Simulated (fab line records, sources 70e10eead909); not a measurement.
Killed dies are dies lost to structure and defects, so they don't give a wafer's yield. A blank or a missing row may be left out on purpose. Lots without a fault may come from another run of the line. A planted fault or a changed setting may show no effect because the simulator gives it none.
Chamber matching | flow nand_harc | NHARC_A_CHANNEL_HOLE_D1_ETCH_38 on rie_diel-02: 4 sister chambers
The step etches the open film in CF4, target depth 39 nm, time 65 s. 4 wafers are shown with their chamber, then 8 later ones without.

WAFERS WITH THEIR CHAMBER
wafer  | chamber | showerhead_plenum_p_Torr (Torr)
L780.2 | 1       | 1.69
L779.3 | 0       | 1.78
L779.6 | 3       | 1.81
L784.2 | 2       | 1.78

WAFERS WITHOUT THEIR CHAMBER
wafer  | showerhead_plenum_p_Torr (Torr)
L784.4 | 1.78
L784.5 | 1.69
L785.1 | 1.78
L785.2 | 1.81
L785.3 | 1.69
L795.3 | 1.78
L795.4 | 1.68
L795.6 | 1.78

WHICH CHAMBER EACH WENT THROUGH
wafer  | from the rows above     | in truth
L784.4 | can't be placed: 0 or 2 | 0
L784.5 | 1                       | 1
L785.1 | can't be placed: 0 or 2 | 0
L785.2 | 3                       | 3
L785.3 | 1                       | 1
L795.3 | can't be placed: 0 or 2 | 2
L795.4 | 1                       | 1
L795.6 | can't be placed: 0 or 2 | 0
Placed correctly: 4 of 8. Can't be placed from these rows: 4 (the true chamber is among the candidates in 4). Placed wrongly: 0.
How it was worked out, from the rows above alone: a wafer's distance from a chamber is the root of the sum, over the readings, of the square of ((its reading less the chamber's mean) divided by the reading's scatter). The wafer belongs to the nearest chamber; if the next one is less than 2 further off, it can't be placed. A chamber's mean is the mean of its shown wafers. The scatter: with one shown wafer a chamber, the root of the mean of the squares of how far each hidden wafer lies from its nearest shown one.
